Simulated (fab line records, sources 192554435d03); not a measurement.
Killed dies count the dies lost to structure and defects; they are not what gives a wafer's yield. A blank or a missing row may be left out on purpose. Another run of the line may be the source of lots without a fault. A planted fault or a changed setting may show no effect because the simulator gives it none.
fab line records    flow n5_finfet
[record] lots = 24  wafers = 72  last_day = 20
route steps=1938 shown BEOL_M8@1347 BEOL_M9@1404
lots untouched by any fault: they come from a run of this same line in which no faults occurred
start_h: hours from the record's first day to the start of the lot's first wafer shown    wait_h: time in hours since the lot's previous step    " same as the row above    L1.1+2: several wafers, shown together as one row    - no value, or no start was given    * or withheld: withheld    < > ~ a bound
route shown NAME@n: names a module that has steps shown in the file, with the first one's number in the route    usual: mean and standard deviation over wafers with no fault    same: alike in all rows    chamber/n: place in a boat    sites: each site's reading    _std_site: standard deviation across them    _edge_site: the outer-site mean with the inner-site mean subtracted    radius_mm: for every site, how far away it sits from the centre of the wafer    mask NAME#n: copy n    behind: the most recent tool/chamber to have shaped the wafer    hold: reason for holding the lot/hours on hold/outcome of the hold    device: the n, p or np transistor that did not switch    end of line: the route-end tests of the same wafers    a step without rows: its recipe alone    killed: dies that structure and defects cost at the first sort, which is not the same as the wafer's yield    map: the dies of a wafer, with x for killed, . for not killed, _ for no die there
set.NAME: the run value of the setting; set.NAME@STEP: its run value at that earlier step    model.NAME: the simulator's own value behind a step, which no gauge read
route steps across a sampled set of lots; one table per step, one row per wafer
services: from which hour (start_h, from the record's first day; less than 0 if before it) a tool's chamber was out of use, for how many hours, and why
[[steps]]
[step N5_BEOL_M8_INSPECT_13]
[recipe] mode = adi  inspect_instrument = brightfield
[usual] raw_defect_count = 435/95
lot.wafer  tool               chamber  start_h  wait_h  raw_defect_count
L074.2     defect_inspect-02  -        226.27   0.0     444
L074.4     "                  -        "        "       393
L074.6     "                  -        "        "       780
L075.2     defect_inspect-01  -        228.05   0.0     406
L075.4     "                  -        "        "       443
L075.5     "                  -        "        "       454
L076.3     defect_inspect-01  -        234.02   0.0     384
L076.4     "                  -        "        "       302
L076.5     "                  -        "        "       354
L078.1     defect_inspect-02  -        249.28   0.0     294
L078.4     "                  -        "        "       367
L078.5     "                  -        "        "       286
L077.1     defect_inspect-02  -        257.43   0.0     450
L077.5     "                  -        "        "       440
L077.6     "                  -        "        "       384
L079.1     defect_inspect-01  -        273.45   0.0     419
L079.2     "                  -        "        "       627
L079.3     "                  -        "        "       632
L080.1     defect_inspect-01  -        273.49   0.0     548
L080.2     "                  -        "        "       386
L080.4     "                  -        "        "       563
L081.2     defect_inspect-01  -        276.90   0.0     352
L081.3     "                  -        "        "       411
L081.4     "                  -        "        "       352
L082.3     defect_inspect-01  -        283.22   0.0     315
L082.5     "                  -        "        "       247
L082.6     "                  -        "        "       351
L083.1     defect_inspect-01  -        308.61   0.0     368
L083.3     "                  -        "        "       512
L083.5     "                  -        "        "       453
L084.3     defect_inspect-01  -        322.34   0.0     584
L084.5     "                  -        "        "       354
L084.6     "                  -        "        "       346
L085.3     defect_inspect-01  -        322.47   0.0     653
L085.4     "                  -        "        "       554
L085.6     "                  -        "        "       532
L086.2     defect_inspect-02  -        334.96   0.0     390
L086.3     "                  -        "        "       456
L086.5     "                  -        "        "       417
L088.1     defect_inspect-02  -        335.16   0.0     389
L088.3     "                  -        "        "       484
L088.6     "                  -        "        "       363
L087.1     defect_inspect-02  -        336.29   0.0     525
L087.2     "                  -        "        "       439
L087.5     "                  -        "        "       620
L089.2     defect_inspect-01  -        340.28   0.0     400
L089.3     "                  -        "        "       468
L089.5     "                  -        "        "       474
L092.3     defect_inspect-02  -        344.14   0.0     491
L092.4     "                  -        "        "       513
L092.5     "                  -        "        "       660
L090.4     defect_inspect-02  -        345.59   0.0     356
L090.5     "                  -        "        "       340
L090.6     "                  -        "        "       509
L091.2     defect_inspect-01  -        358.10   0.0     515
L091.4     "                  -        "        "       369
L091.6     "                  -        "        "       467
L094.1     defect_inspect-02  -        358.14   0.0     379
L094.2     "                  -        "        "       505
L094.6     "                  -        "        "       563
L095.2     defect_inspect-02  -        363.45   0.0     423
L095.3     "                  -        "        "       437
L095.6     "                  -        "        "       320
L093.1     defect_inspect-02  -        364.53   0.0     423
L093.2     "                  -        "        "       377
L093.6     "                  -        "        "       494
L096.1     defect_inspect-02  -        368.00   0.0     345
L096.2     "                  -        "        "       381
L096.4     "                  -        "        "       403
L097.1     defect_inspect-01  -        395.02   0.0     348
L097.2     "                  -        "        "       394
L097.4     "                  -        "        "       419
[step N5_BEOL_M8_OVL_MEAS_29]
[recipe] points_per_wafer = 522
[usual] V7_OVL = -0.4/0.67
lot.wafer  tool        chamber  start_h  wait_h  V7_OVL[nm]
L074.2     overlay-01  0        229.20   0.0     -2.2
L074.4     "           0        "        "       -1.8
L074.6     "           0        "        "       -0.5
L075.2     overlay-01  0        229.28   0.1     -0.5
L075.4     "           0        "        "       0.2
L075.5     "           0        "        "       -0.6
L076.3     overlay-02  0        235.72   0.0     -1.1
L076.4     "           0        "        "       -0.6
L076.5     "           0        "        "       -0.7
L078.1     overlay-01  0        251.54   0.0     -0.5
L078.4     "           0        "        "       0.7
L078.5     "           0        "        "       0.0
L077.1     overlay-01  0        259.84   0.0     -0.7
L077.5     "           0        "        "       -0.4
L077.6     "           0        "        "       -1.1
L079.1     overlay-02  0        275.54   0.0     -0.2
L079.2     "           0        "        "       -0.2
L079.3     "           0        "        "       -0.5
L080.1     overlay-01  0        275.59   0.0     1.1
L080.2     "           0        "        "       0.5
L080.4     "           0        "        "       0.1
L081.2     overlay-02  0        278.41   0.0     -0.7
L081.3     "           0        "        "       -1.1
L081.4     "           0        "        "       -0.6
L082.3     overlay-01  0        287.32   0.0     -1.8
L082.5     "           0        "        "       -0.6
L082.6     "           0        "        "       -0.3
L083.1     overlay-02  0        309.66   0.0     -0.7
L083.3     "           0        "        "       -0.6
L083.5     "           0        "        "       -0.4
L085.3     overlay-01  0        325.75   0.0     -1.1
L085.4     "           0        "        "       0.2
L085.6     "           0        "        "       -0.9
L084.3     overlay-02  0        325.84   0.0     -0.2
L084.5     "           0        "        "       -0.8
L084.6     "           0        "        "       -0.5
L088.1     overlay-01  0        337.91   0.0     0.0
L088.3     "           0        "        "       -0.6
L088.6     "           0        "        "       -0.9
L086.2     overlay-01  0        339.15   0.0     -0.6
L086.3     "           0        "        "       -1.5
L086.5     "           0        "        "       -1.1
L087.1     overlay-01  0        339.41   0.0     0.2
L087.2     "           0        "        "       -0.4
L087.5     "           0        "        "       0.4
L089.2     overlay-01  0        341.24   0.0     -0.4
L089.3     "           0        "        "       -0.5
L089.5     "           0        "        "       -0.2
L092.3     overlay-02  0        345.87   0.0     -0.5
L092.4     "           0        "        "       0.4
L092.5     "           0        "        "       -1.2
L090.4     overlay-02  0        346.55   0.1     0.0
L090.5     "           0        "        "       -0.3
L090.6     "           0        "        "       0.1
L091.2     overlay-02  0        359.31   0.0     -0.7
L091.4     "           0        "        "       -1.1
L091.6     "           0        "        "       -0.3
L094.1     overlay-02  0        361.12   0.0     0.2
L094.2     "           0        "        "       0.8
L094.6     "           0        "        "       1.0
L095.2     overlay-01  0        367.15   0.0     0.3
L095.3     "           0        "        "       -0.2
L095.6     "           0        "        "       0.1
L093.1     overlay-02  0        367.19   0.0     0.3
L093.2     "           0        "        "       0.3
L093.6     "           0        "        "       -0.3
L096.1     overlay-02  0        370.21   0.0     0.1
L096.2     "           0        "        "       0.6
L096.4     "           0        "        "       0.3
L097.1     overlay-02  0        397.07   0.0     -1.3
L097.2     "           0        "        "       -1.2
L097.4     "           0        "        "       -0.9
[step N5_BEOL_M8_INSPECT_30]
[recipe] mode = adi  inspect_instrument = brightfield
[usual] raw_defect_count = 436/94
lot.wafer  tool               chamber  start_h  wait_h  raw_defect_count
L074.2     defect_inspect-01  -        229.25   0.0     459
L074.4     "                  -        "        "       430
L074.6     "                  -        "        "       756
L075.2     defect_inspect-02  -        229.34   0.0     435
L075.4     "                  -        "        "       454
L075.5     "                  -        "        "       433
L076.3     defect_inspect-01  -        235.77   0.0     394
L076.4     "                  -        "        "       314
L076.5     "                  -        "        "       356
L078.1     defect_inspect-02  -        251.60   0.1     280
L078.4     "                  -        "        "       386
L078.5     "                  -        "        "       295
L077.1     defect_inspect-01  -        259.90   0.1     457
L077.5     "                  -        "        "       468
L077.6     "                  -        "        "       426
L079.1     defect_inspect-01  -        275.60   0.1     407
L079.2     "                  -        "        "       590
L079.3     "                  -        "        "       634
L080.1     defect_inspect-02  -        275.65   0.1     525
L080.2     "                  -        "        "       386
L080.4     "                  -        "        "       552
L081.2     defect_inspect-01  -        278.46   0.0     330
L081.3     "                  -        "        "       438
L081.4     "                  -        "        "       350
L082.3     defect_inspect-01  -        287.37   0.0     304
L082.5     "                  -        "        "       232
L082.6     "                  -        "        "       350
L083.1     defect_inspect-01  -        309.72   0.1     357
L083.3     "                  -        "        "       504
L083.5     "                  -        "        "       509
L085.3     defect_inspect-01  -        325.80   0.0     656
L085.4     "                  -        "        "       562
L085.6     "                  -        "        "       537
L084.3     defect_inspect-01  -        325.89   0.0     575
L084.5     "                  -        "        "       362
L084.6     "                  -        "        "       341
L088.1     defect_inspect-01  -        337.97   0.1     419
L088.3     "                  -        "        "       488
L088.6     "                  -        "        "       359
L086.2     defect_inspect-01  -        339.20   0.0     370
L086.3     "                  -        "        "       452
L086.5     "                  -        "        "       392
L087.1     defect_inspect-01  -        339.47   0.1     496
L087.2     "                  -        "        "       446
L087.5     "                  -        "        "       631
L089.2     defect_inspect-01  -        341.30   0.0     409
L089.3     "                  -        "        "       443
L089.5     "                  -        "        "       484
L092.3     defect_inspect-02  -        345.91   0.0     510
L092.4     "                  -        "        "       519
L092.5     "                  -        "        "       656
L090.4     defect_inspect-02  -        346.59   0.0     342
L090.5     "                  -        "        "       353
L090.6     "                  -        "        "       526
L091.2     defect_inspect-01  -        359.37   0.0     521
L091.4     "                  -        "        "       370
L091.6     "                  -        "        "       473
L094.1     defect_inspect-01  -        361.18   0.1     389
L094.2     "                  -        "        "       498
L094.6     "                  -        "        "       584
L095.2     defect_inspect-02  -        367.20   0.0     415
L095.3     "                  -        "        "       459
L095.6     "                  -        "        "       298
L093.1     defect_inspect-01  -        367.24   0.1     405
L093.2     "                  -        "        "       384
L093.6     "                  -        "        "       498
L096.1     defect_inspect-01  -        370.27   0.1     353
L096.2     "                  -        "        "       363
L096.4     "                  -        "        "       397
L097.1     defect_inspect-02  -        397.13   0.1     360
L097.2     "                  -        "        "       395
L097.4     "                  -        "        "       425
[step N5_BEOL_M9_PECVD_70]
[recipe] material = SiO2  target_thk_a = 200  temp_c = 400  precursor = TEOS/O2  pressure_torr = 5.5  rf_w = 450  teos_flow_sccm = 53.8  gas = O2  flow_sccm = 3000  time_s = 22.7
[usual] heater_power_w = 775/80  showerhead_plenum_p_Torr = 8.75/0.053  susceptor_temp_C = 399.99/0.19  throttle_valve_pct = 22.1/0.92
lot.wafer  tool      chamber  start_h  wait_h  heater_power_w  showerhead_plenum_p_Torr  susceptor_temp_C  throttle_valve_pct
L074.2     pecvd-03  0        232.77   0.0     674             8.73                      399.61            21.7
L074.4     "         2        "        "       892             8.77                      400.13            21.1
L074.6     "         1        "        "       732             8.71                      400.23            21.7
L075.2     pecvd-03  0        233.34   0.0     793             8.71                      400.01            21.7
L075.4     "         1        "        "       732             8.71                      400.02            21.6
L075.5     "         2        "        "       869             8.77                      400.16            21.1
L076.3     pecvd-03  0        241.04   0.0     726             8.73                      400.15            22.0
L076.4     "         2        "        "       848             8.78                      399.95            21.2
L076.5     "         1        "        "       654             8.69                      400.01            21.4
L078.1     pecvd-01  0        255.80   0.0     788             8.71                      400.26            23.4
L078.4     "         1        "        "       773             8.73                      400.09            22.4
L078.5     "         2        "        "       788             8.82                      400.35            20.9
L077.1     pecvd-01  1        264.19   0.0     750             8.75                      399.74            22.7
L077.5     "         2        "        "       743             8.86                      399.83            20.9
L077.6     "         0        "        "       779             8.70                      399.53            23.7
L079.1     pecvd-01  0        279.27   0.0     767             8.70                      399.58            23.5
L079.2     "         2        "        "       814             8.84                      400.28            21.3
L079.3     "         1        "        "       811             8.77                      400.07            22.9
L080.1     pecvd-03  1        280.94   0.0     735             8.70                      400.10            21.4
L080.2     "         2        "        "       857             8.78                      400.09            21.2
L080.4     "         2        "        "       893             8.77                      400.11            21.1
L081.2     pecvd-01  0        283.75   0.0     844             8.72                      400.00            23.4
L081.3     "         0        "        "       808             8.69                      400.29            23.4
L081.4     "         2        "        "       837             8.83                      399.57            21.4
L082.3     pecvd-01  0        290.98   0.0     859             8.68                      399.91            23.4
L082.5     "         0        "        "       860             8.69                      399.82            23.6
L082.6     "         1        "        "       677             8.76                      399.66            22.7
L083.1     pecvd-03  1        314.91   0.0     721             8.72                      400.31            21.8
L083.3     "         2        "        "       953             8.77                      399.90            21.3
L083.5     "         1        "        "       720             8.68                      400.10            21.3
L084.3     pecvd-02  0        331.86   0.0     867             8.86                      399.91            24.0
L084.5     "         0        "        "       866             8.88                      399.75            23.7
L084.6     "         1        "        "       702             8.75                      400.19            22.7
L085.3     pecvd-02  0        332.06   0.0     848             8.88                      400.06            23.6
L085.4     "         2        "        "       770             8.69                      399.92            20.8
L085.6     "         1        "        "       595             8.76                      400.09            22.3
L088.1     pecvd-01  2        342.13   0.0     797             8.83                      399.71            21.2
L088.3     "         1        "        "       744             8.74                      399.84            23.0
L088.6     "         0        "        "       828             8.69                      399.88            23.1
L086.2     pecvd-01  1        343.55   0.0     713             8.73                      399.76            22.8
L086.3     "         2        "        "       827             8.85                      400.44            21.1
L086.5     "         1        "        "       720             8.74                      399.87            22.6
L087.1     pecvd-01  0        343.82   0.0     736             8.71                      400.20            23.3
L087.2     "         1        "        "       679             8.74                      399.82            22.9
L087.5     "         0        "        "       762             8.72                      399.89            23.5
L089.2     pecvd-03  0        345.50   0.0     739             8.73                      400.15            21.8
L089.3     "         1        "        "       694             8.70                      400.10            21.6
L089.5     "         0        "        "       733             8.71                      400.53            21.9
L092.3     pecvd-01  2        350.67   0.0     814             8.82                      399.99            21.2
L092.4     "         2        "        "       818             8.82                      400.05            21.3
L092.5     "         0        "        "       793             8.71                      400.05            23.4
L090.4     pecvd-03  2        352.07   0.1     823             8.77                      400.14            21.6
L090.5     "         0        "        "       705             8.72                      399.94            22.1
L090.6     "         1        "        "       602             8.70                      399.81            21.8
L091.2     pecvd-01  2        363.63   0.0     748             8.83                      400.21            21.6
L091.4     "         0        "        "       895             8.72                      399.95            23.4
L091.6     "         1        "        "       649             8.75                      399.90            22.8
L094.1     pecvd-03  0        365.29   0.0     650             8.72                      399.93            21.9
L094.2     "         2        "        "       952             8.78                      400.22            21.3
L094.6     "         2        "        "       939             8.77                      400.17            21.5
L093.1     pecvd-03  0        372.08   0.0     769             8.72                      399.94            21.9
L093.2     "         1        "        "       702             8.70                      399.96            21.5
L093.6     "         0        "        "       734             8.73                      399.81            21.7
L095.2     pecvd-01  0        372.56   0.0     861             8.71                      400.04            23.3
L095.3     "         2        "        "       822             8.86                      400.04            21.4
L095.6     "         2        "        "       832             8.84                      399.85            21.6
L096.1     pecvd-02  0        374.06   0.0     742             8.87                      400.05            24.0
L096.2     "         2        "        "       801             8.71                      399.83            21.0
L096.4     "         2        "        "       799             8.72                      399.70            20.8
L097.1     pecvd-01  1        400.74   0.0     774             8.77                      399.69            22.8
L097.2     "         2        "        "       838             8.83                      400.25            21.4
L097.4     "         1        "        "       778             8.73                      400.10            23.0
[step N5_BEOL_M9_CD_MEAS_28]
[recipe] target_cd_nm = 70  landing_energy_ev = 500  detector = se_inlens  polarity = opening
[usual] cd_nm = 70.08/0.29
lot.wafer  tool       chamber  start_h  wait_h  cd_nm
L075.2     cd_sem-02  0        235.73   -       70.51
L075.4     "          0        "        "       70.31
L075.5     "          0        "        "       70.04
L074.2     cd_sem-01  0        235.90   -       69.55
L074.4     "          0        "        "       69.64
L074.6     "          0        "        "       70.04
L076.3     cd_sem-03  0        242.83   -       69.91
L076.4     "          0        "        "       70.20
L076.5     "          0        "        "       70.03
L078.1     cd_sem-02  0        259.77   -       70.13
L078.4     "          0        "        "       70.06
L078.5     "          0        "        "       70.42
L077.1     cd_sem-02  0        267.96   -       69.86
L077.5     "          0        "        "       70.21
L077.6     "          0        "        "       70.24
L079.1     cd_sem-02  0        281.68   -       69.81
L079.2     "          0        "        "       69.91
L079.3     "          0        "        "       70.15
L080.1     cd_sem-03  0        286.48   -       70.23
L080.2     "          0        "        "       70.37
L080.4     "          0        "        "       69.99
L081.2     cd_sem-01  0        286.74   -       69.88
L081.3     "          0        "        "       70.20
L081.4     "          0        "        "       69.45
L082.3     cd_sem-02  0        293.35   -       70.23
L082.5     "          0        "        "       69.70
L082.6     "          0        "        "       69.59
L083.1     cd_sem-03  0        317.42   -       69.85
L083.3     "          0        "        "       69.55
L083.5     "          0        "        "       69.52
L085.3     cd_sem-02  0        337.67   -       70.24
L085.4     "          0        "        "       69.64
L085.6     "          0        "        "       69.88
L084.3     cd_sem-01  0        337.84   -       69.80
L084.5     "          0        "        "       69.84
L084.6     "          0        "        "       70.44
L088.1     cd_sem-02  0        344.32   -       70.11
L088.3     "          0        "        "       70.25
L088.6     "          0        "        "       70.22
L086.2     cd_sem-01  0        346.39   -       70.52
L086.3     "          0        "        "       70.47
L086.5     "          0        "        "       70.13
L087.1     cd_sem-02  0        346.46   -       70.27
L087.2     "          0        "        "       70.11
L087.5     "          0        "        "       69.90
L089.2     cd_sem-01  0        349.45   -       70.16
L089.3     "          0        "        "       70.39
L089.5     "          0        "        "       70.37
L092.3     cd_sem-03  0        356.70   -       70.22
L092.4     "          0        "        "       70.11
L092.5     "          0        "        "       69.94
L090.4     cd_sem-03  0        356.87   -       70.32
L090.5     "          0        "        "       70.26
L090.6     "          0        "        "       69.87
L091.2     cd_sem-01  0        366.89   -       70.10
L091.4     "          0        "        "       70.24
L091.6     "          0        "        "       69.89
L094.1     cd_sem-01  0        370.20   -       70.04
L094.2     "          0        "        "       70.39
L094.6     "          0        "        "       70.42
L093.1     cd_sem-01  0        373.68   -       70.64
L093.2     "          0        "        "       70.14
L093.6     "          0        "        "       70.33
L095.2     cd_sem-01  0        377.43   -       70.57
L095.3     "          0        "        "       70.17
L095.6     "          0        "        "       70.27
L096.1     cd_sem-02  0        377.47   -       70.24
L096.2     "          0        "        "       69.75
L096.4     "          0        "        "       69.53
L097.1     cd_sem-01  0        408.45   -       69.45
L097.2     "          0        "        "       69.97
L097.4     "          0        "        "       70.05
[step N5_BEOL_M9_ETCH_65]
[recipe] chemistry = CF4  target = SiARC  target_depth_a = 156  mask_material = CAR-EUV  time_s = 26  ion_energy_ev = 80  pressure_mtorr = 40  source_w = 545  bias_w = 36  Ar_flow_sccm = 100  cf4_flow_sccm = 100  ends = cleared
[usual] drypump_motor_current_A = 5.6/0.46  etch_rf_on_time_s = 26.0/0.67  oes_product_au = 0.70/0.09  rf_vpp_V = 184.2/1.2  showerhead_plenum_p_Torr = 2.16/0.065  throttle_valve_pct = 15.43/0.26
lot.wafer  tool         chamber  start_h  wait_h  drypump_motor_current_A  etch_rf_on_time_s  oes_product_au  rf_hours_counter_h  rf_vpp_V  showerhead_plenum_p_Torr  throttle_valve_pct
L075.2     rie_diel-02  2        236.03   0.0     5.5                      27.1               0.60            203                 184.3     2.19                      15.46
L075.4     "            3        "        "       6.0                      27.2               0.61            -                   182.3     2.06                      15.80
L075.5     "            2        "        "       5.5                      27.0               0.61            -                   185.9     2.19                      15.47
L074.2     rie_diel-05  0        236.18   0.0     5.6                      25.7               0.80            11                  182.2     2.10                      15.43
L074.4     "            3        "        "       5.0                      26.6               0.57            -                   184.3     2.19                      15.67
L074.6     "            0        "        "       5.6                      26.0               0.81            -                   183.0     2.10                      15.44
L076.3     rie_diel-05  3        243.28   0.0     4.9                      26.5               0.58            242                 186.1     2.19                      15.68
L076.4     "            2        "        "       5.6                      25.3               0.86            1                   186.7     2.28                      15.32
L076.5     "            1        "        "       5.5                      25.0               0.73            -                   185.2     2.26                      15.38
L078.1     rie_diel-03  1        259.94   0.0     6.4                      25.5               0.79            16                  182.5     2.10                      15.10
L078.4     "            2        "        "       5.6                      26.4               0.84            1                   184.2     2.17                      15.07
L078.5     "            0        "        "       5.1                      25.9               0.60            -                   184.0     2.20                      15.68
L077.1     rie_diel-03  0        268.13   0.0     5.1                      25.4               0.61            222                 186.4     2.20                      15.69
L077.5     "            2        "        "       5.6                      26.0               0.82            -                   186.1     2.17                      15.09
L077.6     "            3        "        "       5.1                      26.2               0.68            -                   184.4     2.17                      15.43
L079.1     rie_diel-05  2        281.85   0.0     5.6                      25.3               0.81            14                  185.4     2.28                      15.34
L079.2     "            1        "        "       5.4                      25.4               0.71            86                  184.0     2.25                      15.42
L079.3     "            0        "        "       5.6                      25.9               0.77            27                  183.4     2.09                      15.46
L080.1     rie_diel-02  0        286.66   0.0     5.0                      25.4               0.84            5                   184.5     2.19                      15.00
L080.2     "            3        "        "       6.0                      26.3               0.60            226                 183.5     2.05                      15.83
L080.4     "            2        "        "       5.5                      27.1               0.60            223                 185.1     2.19                      15.50
L081.2     rie_diel-05  0        286.92   0.0     5.6                      25.8               0.78            28                  185.2     2.09                      15.48
L081.3     "            1        "        "       5.4                      25.0               0.71            88                  184.9     2.25                      15.42
L081.4     "            0        "        "       5.6                      25.7               0.77            -                   184.8     2.09                      15.46
L082.3     rie_diel-05  1        293.52   0.0     5.4                      25.5               0.70            89                  184.0     2.25                      15.42
L082.5     "            0        "        "       5.6                      26.1               0.77            -                   183.9     2.09                      15.46
L082.6     "            3        "        "       5.0                      26.8               0.83            -                   185.9     2.19                      15.24
L083.1     rie_diel-03  1        317.59   0.0     6.3                      25.2               0.77            34                  183.7     2.10                      15.15
L083.3     "            2        "        "       5.6                      26.2               0.77            19                  184.0     2.17                      15.13
L083.5     "            0        "        "       5.1                      25.4               0.60            -                   185.9     2.19                      15.72
L085.3     rie_diel-05  3        337.84   0.0     4.9                      26.7               0.80            10                  185.4     2.19                      15.23
L085.4     "            2        "        "       5.6                      25.2               0.79            27                  184.9     2.28                      15.37
L085.6     "            2        "        "       5.5                      25.5               0.78            -                   185.3     2.27                      15.36
L084.3     rie_diel-02  1        338.01   0.0     6.4                      27.0               0.62            173                 181.2     2.06                      15.85
L084.5     "            1        "        "       6.4                      26.7               0.62            -                   182.9     2.06                      15.86
L084.6     "            2        "        "       5.6                      27.6               0.58            -                   184.1     2.18                      15.52
L088.1     rie_diel-02  2        344.49   0.0     5.6                      27.2               0.58            238                 185.1     2.18                      15.53
L088.3     "            0        "        "       5.0                      25.3               0.80            21                  183.5     2.19                      15.02
L088.6     "            3        "        "       6.0                      27.0               0.59            -                   182.8     2.05                      15.87
L086.2     rie_diel-03  3        346.76   0.0     5.2                      26.0               0.66            104                 184.7     2.16                      15.47
L086.3     "            1        "        "       6.4                      25.2               0.75            43                  183.2     2.09                      15.15
L086.5     "            3        "        "       5.2                      25.9               0.67            -                   182.7     2.16                      15.48
L087.1     rie_diel-02  2        346.84   0.0     5.5                      27.4               0.58            239                 184.1     2.18                      15.53
L087.2     "            1        "        "       6.4                      26.9               0.61            176                 183.1     2.06                      15.86
L087.5     "            3        "        "       6.0                      27.0               0.58            -                   183.5     2.04                      15.85
L089.2     rie_diel-02  3        349.62   0.0     6.0                      26.9               0.58            243                 182.4     2.04                      15.85
L089.3     "            2        "        "       5.6                      27.4               0.58            239                 184.6     2.18                      15.53
L089.5     "            3        "        "       6.0                      26.9               0.59            -                   182.4     2.04                      15.85
L092.3     rie_diel-03  0        356.87   0.0     5.1                      25.8               0.60            249                 184.4     2.19                      15.74
L092.4     "            1        "        "       6.4                      25.7               0.74            48                  183.2     2.09                      15.15
L092.5     "            2        "        "       5.7                      26.7               0.76            -                   184.6     2.17                      15.13
L090.4     rie_diel-03  2        357.30   0.0     5.6                      26.5               0.76            25                  183.6     2.17                      15.14
L090.5     "            3        "        "       5.2                      26.2               0.66            -                   183.0     2.16                      15.49
L090.6     "            2        "        "       5.6                      26.4               0.77            -                   185.5     2.17                      15.14
L091.2     rie_diel-03  3        367.06   0.0     5.1                      26.1               0.65            112                 185.8     2.16                      15.50
L091.4     "            2        "        "       5.7                      26.2               0.76            -                   184.7     2.16                      15.15
L091.6     "            1        "        "       6.3                      25.2               0.74            -                   183.9     2.09                      15.15
L094.1     rie_diel-03  1        370.37   0.0     6.4                      25.7               0.73            53                  181.1     2.09                      15.16
L094.2     "            2        "        "       5.6                      26.6               0.75            31                  185.0     2.16                      15.16
L094.6     "            2        "        "       5.6                      26.5               0.75            -                   185.3     2.16                      15.14
L093.1     rie_diel-02  2        373.86   0.0     5.6                      27.2               0.57            249                 183.3     2.18                      15.55
L093.2     "            1        "        "       6.4                      26.7               0.60            186                 182.8     2.06                      15.89
L093.6     "            2        "        "       5.6                      27.1               0.58            -                   184.7     2.18                      15.55
L095.2     rie_diel-03  2        377.92   0.0     5.6                      26.3               0.76            33                  184.5     2.16                      15.16
L095.3     "            0        "        "       5.1                      25.2               0.86            1                   184.2     2.19                      15.24
L095.6     "            0        "        "       5.1                      25.0               0.87            -                   184.3     2.19                      15.23
L096.1     rie_diel-03  3        378.43   0.0     5.2                      26.2               0.65            116                 183.5     2.16                      15.52
L096.2     "            1        "        "       6.3                      25.5               0.73            56                  184.1     2.09                      15.17
L096.4     "            2        "        "       5.7                      26.3               0.75            34                  184.0     2.16                      15.14
L097.1     rie_diel-03  0        408.62   0.0     5.1                      25.1               0.83            10                  185.2     2.18                      15.25
L097.2     "            3        "        "       5.2                      25.9               0.64            125                 184.7     2.16                      15.52
L097.4     "            1        "        "       6.4                      25.6               0.73            64                  183.5     2.09                      15.21
[[services]]
tool         chamber  start_h  hours  kind
pecvd-01     -        218.69   0.9    repair
rie_diel-03  2        225.93   -      clean
rie_diel-03  2        225.93   -      consumable_replace:focus_ring
rie_diel-03  2        225.93   25.0   scheduled_down
rie_diel-03  2        225.93   25.0   vent_cycle
rie_diel-02  1        229.90   7.5    repair
pecvd-01     2        236.31   2.1    scheduled_down
rie_diel-05  1        270.40   3.0    repair
rie_diel-02  0        274.42   7.1    repair
pecvd-01     1        281.62   2.1    scheduled_down
pecvd-02     -        297.46   0.3    repair
rie_diel-05  1        330.57   3.3    repair
rie_diel-03  2        333.39   19.1   repair
rie_diel-05  -        333.75   0.4    repair
pecvd-03     2        344.90   2.2    repair
rie_diel-02  0        350.54   31.6   repair
rie_diel-03  0        358.36   -      clean
rie_diel-03  0        358.36   -      consumable_replace:focus_ring
pecvd-02     -        369.11   3.9    repair
pecvd-01     1        372.80   5.0    scheduled_down
rie_diel-05  -        385.81   4.3    pm
rie_diel-03  -        388.37   4.3    pm
pecvd-02     -        388.53   28.1   pm
rie_diel-05  3        390.15   6.0    repair
[[key]]
fault none
